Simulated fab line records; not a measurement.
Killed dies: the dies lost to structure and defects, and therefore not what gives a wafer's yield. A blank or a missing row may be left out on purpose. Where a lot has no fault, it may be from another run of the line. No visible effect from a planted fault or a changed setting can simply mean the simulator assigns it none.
Matching of chambers :: flow n5 finfet :: N5_HKMG_FIN_ALD_75 on ald hk-02 has 4 sister chambers
The step deposits Al2O3, target thk 1 nm, co reactant pulse time 1 s. 8 wafers are shown with their chamber, then 7 later ones without.

== EACH WAFER AND ITS CHAMBER ==
wafer: L078.3
chamber: 1
heater power w (W): 136
precursor pulse height rel: 1.015

wafer: L080.3
chamber: 2
heater power w (W): 180
precursor pulse height rel: 0.986

wafer: L080.6
chamber: 0
heater power w (W): 186
precursor pulse height rel: 0.998

wafer: L084.1
chamber: 1
heater power w (W): 135
precursor pulse height rel: 0.983

wafer: L084.4
chamber: 3
heater power w (W): 144
precursor pulse height rel: 0.979

wafer: L084.6
chamber: 0
heater power w (W): 187
precursor pulse height rel: 1.011

wafer: L087.1
chamber: 3
heater power w (W): 138
precursor pulse height rel: 1.045

wafer: L087.2
chamber: 2
heater power w (W): 182
precursor pulse height rel: 1.002

== WAFERS WHOSE CHAMBER IS MISSING ==
wafer: L087.4
heater power w (W): 179
precursor pulse height rel: 0.981

wafer: L095.2
heater power w (W): 142
precursor pulse height rel: 0.991

wafer: L095.4
heater power w (W): 188
precursor pulse height rel: 1.018

wafer: L095.5
heater power w (W): 137
precursor pulse height rel: 1.000

wafer: L096.2
heater power w (W): 182
precursor pulse height rel: 1.020

wafer: L096.3
heater power w (W): 185
precursor pulse height rel: 1.005

wafer: L096.4
heater power w (W): 136
precursor pulse height rel: 1.018

== WHICH CHAMBER EACH ONE RAN IN ==
wafer: L087.4
from the rows above: 2
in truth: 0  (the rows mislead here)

wafer: L095.2
from the rows above: can't be placed: 3 or 1
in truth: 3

wafer: L095.4
from the rows above: 0
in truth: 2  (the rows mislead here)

wafer: L095.5
from the rows above: can't be placed: 1 or 3
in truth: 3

wafer: L096.2
from the rows above: can't be placed: 2 or 0
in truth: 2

wafer: L096.3
from the rows above: can't be placed: 0 or 2
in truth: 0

wafer: L096.4
from the rows above: can't be placed: 1 or 3
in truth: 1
0 of 7 placed correctly. Not placeable from these rows: 5 (in 5, the candidates include the true chamber). Number placed wrongly: 2.
How it was worked out, from the rows above alone: a wafer's distance from a chamber is the root of the sum, over the readings, of the square of ((its reading less the chamber's mean) divided by the reading's scatter). The wafer belongs to the nearest chamber; if the next one is less than 2 further off, it can't be placed. For every chamber, the mean is computed from those of its wafers that are shown. The scatter: take each reading less its chamber's mean, square it, sum over the shown wafers, divide by the number of wafers less the number of chambers, and take the root.
